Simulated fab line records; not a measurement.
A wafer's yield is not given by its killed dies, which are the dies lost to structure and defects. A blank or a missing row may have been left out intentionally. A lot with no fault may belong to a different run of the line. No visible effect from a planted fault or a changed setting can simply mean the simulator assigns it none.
fab line records	flow n5Finfet
[record] lots = 5	wafers = 15	lastDay = 16
route steps=1938 shown FIN_CUT@161 BEOL_M4@1111 PASSIVATION@1936
lots that met no fault: from a run of the same line without faults
startH: hours from the record's first day to the start of the lot's first wafer shown	waitH: how many hours have passed since the lot's step before this one	" the same as in the row above	L1.1+2: one row covering several wafers at once	- value missing, or start not given	* or withheld: withheld	< > ~ a bound
route shown NAME@n: a module of which the file shows steps, and the number in the route of the first	usual: mean/standard deviation of fault-free wafers	same: alike in all rows	chamber/n: place in a boat	sites: readings site by site	_std_site: the values' standard deviation	_edge_site: the outer-site mean with the inner-site mean subtracted	radiusMm: for every site, how far away it sits from the centre of the wafer	mask NAME#n: copy n	behind: the tool/chamber that last shaped the wafer	hold: what put the lot on hold/how long, in hours/how the hold closed	device: whichever transistor did not switch (one of n, p or np)	end of line: the tests these same wafers got at the end of their route	step lacking rows: just its recipe	killed: dies lost to structure and defects at the first sort, not the wafer's yield	map: per-die view of a wafer (x killed, . not killed, _ where there is no die)
set.NAME: setting as actually run; set.NAME@STEP: the setting as run at that earlier step	model.NAME: the simulator's own value behind a step, which no gauge read
lots seen at some steps along the route; tables by step, rows by wafer
services: the hour from which a tool's chamber was out of use, counted from the record's first day as startH (under 0 if before that day), plus the number of hours and why
[[steps]]
[step N5_FIN_CUT_PEB_06]
[recipe] pebTempC = 100	pebTimeS = 60	resist = CAR-EUV
[step N5_FIN_CUT_DEVELOP_07]
[recipe] developTimeS = 30	developer = TMAH	resist = CAR-EUV	rinseLiquid = surfactantRinse	dry = airSpin	devTempC = 23
[step N5_FIN_CUT_CD_MEAS_08]
[recipe] targetCdNm = 29.1	landingEnergyEv = 500	detector = seInlens	polarity = opening
[usual] cdNm = 29.07/0.25
lot.wafer	tool	chamber	startH	waitH	cdNm
L337.1	cdSem-03	0	45.17	-	29.05
L337.3	"	0	"	"	29.30
L337.6	"	0	"	"	29.22
L338.1	cdSem-02	0	51.97	-	29.32
L338.3	"	0	"	"	29.29
L338.4	"	0	"	"	29.23
L343.2	cdSem-03	0	81.07	-	29.67
L343.5	"	0	"	"	28.93
L343.6	"	0	"	"	29.40
L346.3	cdSem-03	0	100.94	-	28.26
L346.5	"	0	"	"	29.42
L346.6	"	0	"	"	29.11
L351.3	cdSem-03	0	128.80	-	29.08
L351.4	"	0	"	"	29.38
L351.5	"	0	"	"	29.25
[step N5_FIN_CUT_OVL_MEAS_09]
[recipe] pointsPerWafer = 522
[usual] FIN_CUT_OVL = -0.3/0.74
lot.wafer	tool	chamber	startH	waitH	FIN_CUT_OVL[nm]
L337.1	overlay-02	0	45.20	0.0	-0.5
L337.3	"	0	"	"	-0.2
L337.6	"	0	"	"	-0.2
L338.1	overlay-01	0	52.00	0.0	-0.6
L338.3	"	0	"	"	-1.4
L338.4	"	0	"	"	0.5
L343.2	overlay-02	0	81.11	0.0	-0.4
L343.5	"	0	"	"	0.4
L343.6	"	0	"	"	-1.0
L346.3	overlay-02	0	100.98	0.0	0.6
L346.5	"	0	"	"	0.4
L346.6	"	0	"	"	-0.5
L351.3	overlay-01	0	128.84	0.0	-0.8
L351.4	"	0	"	"	0.0
L351.5	"	0	"	"	-1.4
[step N5_FIN_CUT_INSPECT_10]
[recipe] mode = adi	inspectInstrument = brightfield
[usual] rawDefectCount = 40/12
lot.wafer	tool	chamber	startH	waitH	rawDefectCount
L337.1	defectInspect-01	-	45.26	0.1	29
L337.3	"	-	"	"	27
L337.6	"	-	"	"	31
L338.1	defectInspect-02	-	52.06	0.1	51
L338.3	"	-	"	"	55
L338.4	"	-	"	"	40
L343.2	defectInspect-02	-	81.16	0.0	37
L343.5	"	-	"	"	42
L343.6	"	-	"	"	45
L346.3	defectInspect-01	-	101.03	0.0	40
L346.5	"	-	"	"	36
L346.6	"	-	"	"	45
L351.3	defectInspect-02	-	128.89	0.0	30
L351.4	"	-	"	"	24
L351.5	"	-	"	"	35
[step N5_FIN_CUT_DESCUM_13]
[recipe] chemistry = O2	timeS = 7	sourcePowerW = 50	biasPowerW = 20	pressureMtorr = 20	rfFrequencyHz = 2.712e+07	tempC = 40	resist = CAR-EUV	o2FlowSccm = 225
[usual] drypumpMotorCurrentA = 5.58/0.28	o2FlowSccm = 224.9/0.69	oesProductAu = 0.77/0.073	rfVppV = 243.7/1.1	showerheadPlenumPTorr = 2.12/0.046	throttleValvePct = 20.42/0.22
lot.wafer	tool	chamber	startH	waitH	drypumpMotorCurrentA	o2FlowSccm	oesProductAu	rfHoursCounterH	rfVppV	showerheadPlenumPTorr	throttleValvePct
L337.1	rieDiel-05	1	45.29	0.0	5.27	226.2	0.85	49	243.4	2.13	20.17
L337.3	"	0	"	"	6.00	223.5	0.79	129	243.1	2.19	20.23
L337.6	"	0	"	"	6.00	224.8	0.79	-	246.5	2.19	20.24
L338.1	rieDiel-06	3	52.09	0.0	5.33	224.2	0.91	30	242.4	2.05	20.32
L338.3	"	2	"	"	5.55	225.6	0.75	150	245.4	2.10	20.53
L338.4	"	1	"	"	5.28	225.2	0.69	230	243.7	2.15	20.44
L343.2	rieDiel-06	3	81.23	0.1	5.26	224.8	0.89	40	242.7	2.04	20.35
L343.5	"	0	"	"	5.85	223.3	0.75	-	243.6	2.16	20.23
L343.6	"	3	"	"	5.26	225.4	0.89	-	242.9	2.04	20.34
L346.3	rieDiel-06	2	101.06	0.0	5.57	224.4	0.73	166	244.1	2.10	20.54
L346.5	"	1	"	"	5.28	225.3	0.69	-	244.3	2.15	20.47
L346.6	"	2	"	"	5.57	224.3	0.74	-	244.7	2.10	20.55
L351.3	rieDiel-06	0	128.95	0.1	5.86	224.2	0.74	152	243.4	2.15	20.26
L351.4	"	2	"	"	5.55	224.6	0.73	175	243.3	2.09	20.55
L351.5	"	2	"	"	5.55	225.1	0.73	-	243.1	2.09	20.56
[step N5_FIN_CUT_ETCH_30]
[recipe] chemistry = N2/H2	target = underlayer	targetDepthA = 130	maskMaterial = CAR-EUV	timeS = 10.4	ionEnergyEv = 200	pressureMtorr = 30	sourceW = 840	biasW = 150	n2FlowSccm = 200	h2FlowSccm = 200	ends = cleared
[step N5_FIN_CUT_ETCH_20]
[recipe] chemistry = CF4	target = SiARC	targetDepthA = 260	maskMaterial = CAR-EUV	timeS = 43.3	ionEnergyEv = 80	pressureMtorr = 40	sourceW = 545	biasW = 36	Ar_flow_sccm = 100	cf4FlowSccm = 100	ends = cleared
[usual] drypumpMotorCurrentA = 5.58/0.28	etchRfOnTimeS = 43.5/1	oesProductAu = 0.65/0.065	rfVppV = 184.5/1.1	showerheadPlenumPTorr = 2.17/0.05	throttleValvePct = 15.63/0.18
lot.wafer	tool	chamber	startH	waitH	drypumpMotorCurrentA	etchRfOnTimeS	oesProductAu	rfHoursCounterH	rfVppV	showerheadPlenumPTorr	throttleValvePct
L337.1	rieDiel-05	1	45.35	0.0	5.29	42.6	0.74	49	183.4	2.16	15.27
L337.3	"	0	"	"	6.04	42.7	0.67	129	185.3	2.25	15.46
L337.6	"	0	"	"	6.03	42.7	0.67	-	185.4	2.25	15.47
L338.1	rieDiel-06	3	52.14	0.0	5.32	42.1	0.78	30	183.3	2.10	15.45
L338.3	"	2	"	"	5.55	44.1	0.64	150	184.6	2.14	15.70
L338.4	"	1	"	"	5.28	44.4	0.58	230	183.1	2.22	15.78
L343.2	rieDiel-06	3	81.29	0.0	5.35	41.5	0.77	40	183.8	2.10	15.48
L343.5	"	0	"	"	5.84	45.3	0.63	-	185.1	2.23	15.61
L343.6	"	3	"	"	5.30	41.9	0.76	-	182.5	2.10	15.47
L346.3	rieDiel-06	2	101.11	0.0	5.56	43.4	0.62	166	183.4	2.13	15.73
L346.5	"	1	"	"	5.28	43.7	0.58	-	185.3	2.21	15.81
L346.6	"	2	"	"	5.56	43.3	0.63	-	184.0	2.13	15.72
L351.3	rieDiel-06	0	129.01	0.0	5.84	45.2	0.64	152	185.2	2.23	15.63
L351.4	"	2	"	"	5.55	44.2	0.62	175	183.5	2.13	15.77
L351.5	"	2	"	"	5.55	43.8	0.63	-	182.9	2.13	15.75
[step N5_FIN_CUT_ETCH_21]
[recipe] chemistry = N2/H2	target = SOC	targetDepthA = 2190	overetchA = 438	maskMaterial = SiARC	tempC = 40	ionEnergyEv = 100	biasW = 61	timeS = 523.5	pressureMtorr = 30	sourceW = 850	n2FlowSccm = 200	h2FlowSccm = 200
[usual] drypumpMotorCurrentA = 5.59/0.28	oesProductAu = 0.71/0.064	rfVppV = 241.3/1.1	showerheadPlenumPTorr = 2.58/0.058	throttleValvePct = 17.87/0.18
lot.wafer	tool	chamber	startH	waitH	drypumpMotorCurrentA	oesProductAu	rfHoursCounterH	rfVppV	showerheadPlenumPTorr	throttleValvePct
L337.1	rieDiel-05	1	45.39	0.0	5.26	0.78	49	242.6	2.60	17.63
L337.3	"	0	"	"	6.01	0.72	129	241.4	2.66	17.69
L337.6	"	0	"	"	6.03	0.71	-	241.8	2.66	17.69
L338.1	rieDiel-06	3	52.18	0.0	5.25	0.82	30	239.9	2.50	17.85
L338.3	"	2	"	"	5.57	0.69	150	241.0	2.55	17.86
L338.4	"	1	"	"	5.28	0.64	230	240.8	2.61	17.76
L343.2	rieDiel-06	3	81.33	0.0	5.31	0.81	40	240.1	2.50	17.87
L343.5	"	0	"	"	5.85	0.71	-	243.3	2.66	17.88
L343.6	"	3	"	"	5.28	0.81	-	239.7	2.50	17.87
L346.3	rieDiel-06	2	101.15	0.0	5.57	0.69	166	239.1	2.54	17.90
L346.5	"	1	"	"	5.29	0.63	-	241.7	2.60	17.80
L346.6	"	2	"	"	5.57	0.68	-	241.8	2.54	17.90
L351.3	rieDiel-06	0	129.04	0.0	5.84	0.70	152	241.3	2.65	17.90
L351.4	"	2	"	"	5.55	0.67	175	240.8	2.54	17.89
L351.5	"	2	"	"	5.56	0.67	-	241.4	2.54	17.89
[step N5_FIN_CUT_STRIP_23]
[recipe] chemistry = N2/H2	tempC = 40	n2FlowSccm = 200	h2FlowSccm = 200	rfFrequencyHz = 6e+07
[step N5_FIN_CUT_STRIP_31]
[recipe] chemistry = N2/H2	tempC = 40	n2FlowSccm = 200	h2FlowSccm = 200	rfFrequencyHz = 6e+07
[step N5_FIN_CUT_STRIP_24]
[recipe] chemistry = CF4	resist = SiARC	powerW = 300	biasPowerW = 75	pressureMtorr = 50	cf4FlowSccm = 150	rfFrequencyHz = 6e+07
[step N5_FIN_CUT_CUT_ETCH_26]
[recipe] chemistry = CH3F/O2	target = SiNx	targetDepthA = 390	maskMaterial = SOC	timeS = 55.7	pressureMtorr = 30	sourceW = 395	biasW = 73	Ar_flow_sccm = 150	CH3F_flow_sccm = 30	O2_flow_sccm = 20	ionEnergyEv = 120
[usual] drypumpMotorCurrentA = 5.58/0.28	oesProductAu = 0.77/0.076	rfVppV = 296/4.5	showerheadPlenumPTorr = 2.03/0.048	throttleValvePct = 16.37/0.18
lot.wafer	tool	chamber	startH	waitH	drypumpMotorCurrentA	oesProductAu	rfHoursCounterH	rfVppV	showerheadPlenumPTorr	throttleValvePct	model.etch.depthNm	model.SOC_of_FIN_CUT_COAT_18.thkNm
L337.1	rieDiel-05	1	45.73	0.0	5.23	0.87	50	305	2.01	15.97	39.71	210.8
L337.3	"	0	"	"	6.00	0.79	129	301	2.11	16.27	39.56	210.8
L337.6	"	0	"	"	6.02	0.78	-	300	2.11	16.25	39.46	210.6
L338.1	rieDiel-06	3	52.53	0.0	5.33	0.91	30	294	1.96	16.21	40.17	209.6
L338.3	"	2	"	"	5.56	0.73	150	290	2.00	16.47	37.99	210.6
L338.4	"	1	"	"	5.28	0.68	230	294	2.07	16.49	37.96	210.8
L343.2	rieDiel-06	3	81.67	0.0	5.29	0.89	40	292	1.95	16.22	39.93	211.4
L343.5	"	0	"	"	5.84	0.75	-	294	2.08	16.34	37.53	212.2
L343.6	"	3	"	"	5.27	0.89	-	293	1.95	16.22	39.82	211.8
L346.3	rieDiel-06	2	101.50	0.0	5.55	0.73	166	291	2.00	16.50	38.38	212
L346.5	"	1	"	"	5.29	0.68	-	294	2.07	16.53	38.24	211.2
L346.6	"	2	"	"	5.54	0.73	-	289	2.00	16.50	38.61	212
L351.3	rieDiel-06	0	129.39	0.0	5.86	0.90	152	295	2.08	16.39	51.1	206.6
L351.4	"	2	"	"	5.56	0.87	175	291	2.00	16.54	51.74	206.6
L351.5	"	2	"	"	5.55	0.73	-	291	2.00	16.53	39.01	211.6
[step N5_FIN_CUT_CUT_ETCH_27]
[recipe] chemistry = CHF3/O2	target = SiO2	targetDepthA = 40	maskMaterial = SOC	overetchA = 20	timeS = 4.9	pressureMtorr = 30	sourceW = 650	biasW = 170	Ar_flow_sccm = 200	CHF3_flow_sccm = 50	O2_flow_sccm = 5	ionEnergyEv = 200
[usual] drypumpMotorCurrentA = 5.58/0.28	oesProductAu = 0.61/0.054	rfVppV = 522/7.7	showerheadPlenumPTorr = 2.45/0.057	throttleValvePct = 18.84/0.17
lot.wafer	tool	chamber	startH	waitH	drypumpMotorCurrentA	oesProductAu	rfHoursCounterH	rfVppV	showerheadPlenumPTorr	throttleValvePct
L337.1	rieDiel-05	1	45.78	0.0	5.25	0.68	50	535	2.42	18.39
L337.3	"	0	"	"	6.04	0.61	129	530	2.54	18.73
L337.6	"	0	"	"	6.05	0.61	-	530	2.54	18.72
L338.1	rieDiel-06	3	52.57	0.0	5.28	0.70	30	519	2.36	18.71
L338.3	"	2	"	"	5.57	0.58	150	512	2.42	18.95
L338.4	"	1	"	"	5.29	0.55	230	518	2.49	18.96
L343.2	rieDiel-06	3	81.71	0.0	5.29	0.70	40	516	2.36	18.73
L343.5	"	0	"	"	5.83	0.60	-	522	2.52	18.87
L343.6	"	3	"	"	5.33	0.70	-	517	2.36	18.73
L346.3	rieDiel-06	2	101.54	0.0	5.56	0.58	166	511	2.41	18.97
L346.5	"	1	"	"	5.29	0.54	-	517	2.49	18.96
L346.6	"	2	"	"	5.56	0.59	-	513	2.41	18.96
L351.3	rieDiel-06	0	129.43	0.0	5.82	0.60	152	521	2.51	18.90
L351.4	"	2	"	"	5.56	0.58	175	513	2.41	18.97
L351.5	"	2	"	"	5.56	0.58	-	511	2.41	18.98
[step N5_FIN_CUT_PRECLEAN_35]
[recipe] timeS = 13.3	tempC = 45	pressureTorr = 125	pHfTorr = 3	pCoreactantTorr = 25	chemistry = vHF
[usual] drypumpMotorCurrentA = 5.7/0.74	forelinePTorr = 0.1280/0.00044
lot.wafer	tool	chamber	startH	waitH	drypumpMotorCurrentA	forelinePTorr
L337.1	vaporEtch-02	1	45.84	0.0	6.3	0.1276
L337.3	"	1	"	"	6.3	0.1281
L337.6	"	0	"	"	4.8	0.1282
L338.1	vaporEtch-01	0	52.64	0.0	5.0	0.1275
L338.3	"	1	"	"	6.4	0.1283
L338.4	"	0	"	"	5.0	0.1278
L343.2	vaporEtch-02	1	81.78	0.0	6.3	0.1283
L343.5	"	1	"	"	6.3	0.1288
L343.6	"	0	"	"	4.9	0.1277
L346.3	vaporEtch-02	0	101.63	0.1	4.8	0.1278
L346.5	"	1	"	"	6.3	0.1284
L346.6	"	0	"	"	4.8	0.1287
L351.3	vaporEtch-01	0	129.52	0.1	5.0	0.1292
L351.4	"	1	"	"	6.4	0.1279
L351.5	"	0	"	"	5.0	0.1289
[step N5_FIN_CUT_CUT_ETCH_15]
[recipe] chemistry = HBr/Cl2/O2	target = Si	targetDepthA = 1000	btTimeS = 10	maskMaterial = SOC	timeS = 42.4	ionEnergyEv = *	biasW = *	pressureMtorr = 10	icpW = 800	HBr_flow_sccm = 150	Cl2_flow_sccm = 80	O2_flow_sccm = 12
[step N5_FIN_CUT_CUT_ETCH_28]
[recipe] chemistry = HBr/Cl2/O2	target = Si	targetDepthA = 60	maskMaterial = SOC	timeS = 2.4	ionEnergyEv = *	biasW = *	pressureMtorr = 10	icpW = 800	HBr_flow_sccm = 150	Cl2_flow_sccm = 80	O2_flow_sccm = 12
[usual] drypumpMotorCurrentA = 6.0/0.53	oesProductAu = 1.007/0.016	throttleValvePct = 37.0/0.34
lot.wafer	tool	chamber	startH	waitH	drypumpMotorCurrentA	oesProductAu	rfHoursCounterH	throttleValvePct	model.SOC_of_FIN_CUT_COAT_18.thkNm
L337.1	rieSi-06	1	45.98	0.0	6.6	1.027	196	36.6	169
L337.3	"	3	"	"	6.0	1.003	197	37.5	168.8
L337.6	"	3	"	"	6.1	0.996	-	37.4	168.4
L338.1	rieSi-06	1	52.77	0.0	6.6	1.016	196	36.6	167.2
L338.3	"	3	"	"	6.1	1.001	197	37.4	168.8
L338.4	"	3	"	"	6.0	1.006	-	37.4	168
L343.2	rieSi-01	1	81.92	0.0	6.2	1.015	197	37.6	168.6
L343.5	"	3	"	"	6.3	1.020	-	36.5	169
L343.6	"	2	"	"	4.7	1.019	-	36.9	169
L346.3	rieSi-06	1	101.74	0.0	6.6	1.015	197	36.6	169.8
L346.5	"	3	"	"	6.0	1.002	-	37.4	168.6
L346.6	"	2	"	"	5.9	0.992	-	36.9	169
L351.3	rieSi-01	2	129.64	0.0	4.6	1.022	127	36.9	164
L351.4	"	0	"	"	6.0	1.004	-	37.1	162.8
L351.5	"	3	"	"	6.3	1.007	-	36.5	168.2
[step N5_FIN_CUT_STRIP_22]
[recipe] chemistry = N2/H2	powerW = 500	tempC = 40	pressureMtorr = 50	rfFrequencyHz = 6e+07	overashFraction = 0.3	biasPowerW = 8	h2Frac = 0.5	n2FlowSccm = 300	h2FlowSccm = 300
[step N5_BEOL_M4_RC_MEAS_101]
[usual] DIBL_N = 35.8/1.5	DIBL_P = 35.9/1.8	IOFF_N = 0.152/0.025	IOFF_P = 0.21/0.031	ION_N = 672/11	ION_P = 462/7.4	SS_N = 71.5/0.52	SS_P = 73.2/0.54	VT_N = 250/3	VT_P = -250/3.3
lot.wafer	tool	chamber	startH	waitH	DIBL_N[mV/V]	DIBL_P[mV/V]	IOFF_N[nA/um]	IOFF_P[nA/um]	ION_N[uA/um]	ION_P[uA/um]	SS_N[mV/dec]	SS_P[mV/dec]	VT_N[mV]	VT_P[mV]
L337.1	prober-01	0	178.53	0.0	35.7	33.7	0.129	0.16	669	461	71.3	72.9	254	-256
L337.3	"	0	"	"	37.3	35.2	0.144	0.18	661	450	70.8	73.3	252	-254
L337.6	"	0	"	"	36.7	33.4	0.127	0.15	661	450	71.7	73.0	255	-257
L338.1	prober-01	0	199.61	0.1	35.4	35.9	0.139	0.17	662	449	72.0	72.9	251	-252
L338.3	"	0	"	"	34.5	35.5	0.127	0.16	668	452	70.7	72.8	252	-254
L338.4	"	0	"	"	35.1	35.9	0.136	0.17	664	459	70.7	73.0	250	-254
L343.2	prober-01	0	231.14	0.2	35.7	35.4	0.155	0.20	669	456	71.2	73.8	249	-252
L343.5	"	0	"	"	36.2	36.6	0.180	0.22	688	469	71.6	73.6	245	-248
L343.6	"	0	"	"	35.2	35.1	0.141	0.20	657	459	71.3	73.5	251	-249
L346.3	prober-01	0	237.07	0.3	35.1	35.8	0.145	0.19	674	462	71.6	74.0	250	-249
L346.5	"	0	"	"	34.8	35.1	0.134	0.18	676	461	71.4	73.3	252	-253
L346.6	"	0	"	"	36.6	37.9	0.180	0.22	681	470	71.3	74.0	247	-252
L351.3	prober-01	0	285.21	0.3	35.5	35.8	0.171	0.21	661	456	71.7	73.2	246	-249
L351.4	"	0	"	"	36.2	37.2	0.177	0.23	693	470	70.9	73.8	246	-248
L351.5	"	0	"	"	36.6	37.0	0.176	0.22	672	458	71.3	74.2	248	-248
[step N5_PASSIVATION_PROBE_49]
[usual] defectLimitedYield = 91.7/1.7	killed_at_M0_to_M3 = 34/10	killed_at_M4_up = 13/5.1	killedAtContacts = 12/6.2	killedAtFrontEnd = 36/12	killedAtOther = 3.2/2.6	killedDies = 98/20	killedOpen = 65/13	killedShort = 32/8.4	sort_bin_5_function = 4.8/1.1	sort_bin_6_memory = 3.2/0.74	sort_bin_8_speed = 0.00/0.012	sortNPass = 1082/20	sortYieldPct = 91.7/1.7
[same] grossDies = 1180	killedAtBackSide = 0	sort_bin_4_leakage[%] = 0
lot.wafer	tool	chamber	startH	waitH	defectLimitedYield[%]	killed_at_M0_to_M3	killed_at_M4_up	killedAtContacts	killedAtFrontEnd	killedAtOther	killedDies	killedOpen	killedShort	sort_bin_5_function[%]	sort_bin_6_memory[%]	sort_bin_8_speed[%]	sortNPass	sortYieldPct[%]
L351.3	prober-01	-	376.59	0.1	89.7	22	26	14	50	9	121	78	43	5.5	4.5	0	1059	89.7
L351.4	prober-01	-	376.64	0.2	91.9	37	11	9	38	1	96	66	28	4.7	3.3	0	1084	91.9
L351.5	prober-01	-	376.69	0.2	89.0	33	18	17	57	5	130	88	41	6.8	3.8	0	1050	89.0
// killed by level:class
L351.3 STI_FIN_REVEAL:geometricParticle:open=11 MOL_CONTACT_COAG:geometricParticle:open=11 GATE_CUT:geometricParticle:short=10 BEOL_M5:geometricParticle:open=8 BEOL_M2:geometricParticle:open=7 BEOL_M4:geometricParticle:open=7 FIN_SAQP:geometricParticle:short=6 FIN_SAQP:geometricParticle:open=5
L351.4 GATE_CUT:geometricParticle:open=9 GATE_CUT:geometricParticle:short=9 BEOL_M3:geometricParticle:open=9 MOL_CONTACT_COAG:geometricParticle:open=7 BEOL_M2:geometricParticle:open=7 STI_FIN_REVEAL:geometricParticle:open=6 BEOL_M0_SAQP:geometricParticle:open=6 BEOL_M4:geometricParticle:open=5
L351.5 FIN_SAQP:geometricParticle:open=14 MOL_CONTACT_COAG:geometricParticle:open=14 STI_FIN_REVEAL:geometricParticle:open=9 BEOL_M2:geometricParticle:open=9 BEOL_M4:geometricParticle:open=9 FIN_SAQP:geometricParticle:short=8 GATE_CUT:geometricParticle:short=7 GATE_CUT:geometricParticle:open=7
[[services]]
tool	chamber	startH	hours	kind
rieSi-06	0	35.74	-	clean
rieSi-06	0	35.74	17.7	scheduledDown
rieSi-06	0	35.74	17.7	ventCycle
rieSi-01	0	51.83	3.8	repair
rieDiel-05	1	73.51	5.2	repair
vaporEtch-01	-	76.51	0.5	repair
rieSi-06	-	83.98	14.6	pm
vaporEtch-02	-	91.46	0.4	repair
rieSi-01	0	101.50	3.9	repair
rieSi-06	3	110.02	-	clean
rieSi-06	3	110.02	18.5	scheduledDown
rieSi-06	3	110.02	18.5	ventCycle
vaporEtch-01	0	111.36	10.3	repair
rieSi-01	1	116.94	15.1	repair
rieSi-06	1	128.54	-	clean
rieSi-06	1	128.54	18.3	scheduledDown
rieSi-06	1	128.54	18.3	ventCycle
[[key]]
firstSign none at tools or gauges
[modelEffect] step = N5_FIN_CUT_CUT_ETCH_26	value = etch.depthNm	without = 38.73	struck = 51.42
[modelEffect] step = N5_FIN_CUT_CUT_ETCH_28	value = SOC_of_FIN_CUT_COAT_18.thkNm	without = 169.4	struck = 163.4
metAt N5_FIN_CUT_CUT_ETCH_26
struckWafers L351.3,L351.4
onsetBetween 101.50 129.39
[fault] kind = processParameterDrift	tool = rieDiel-06	chamber = -	onsetH = 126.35	steps = N5_FIN_CUT_CUT_ETCH_26	channel = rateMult	offset = 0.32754	shape = step	endH = 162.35	scope = struckWafersOnly
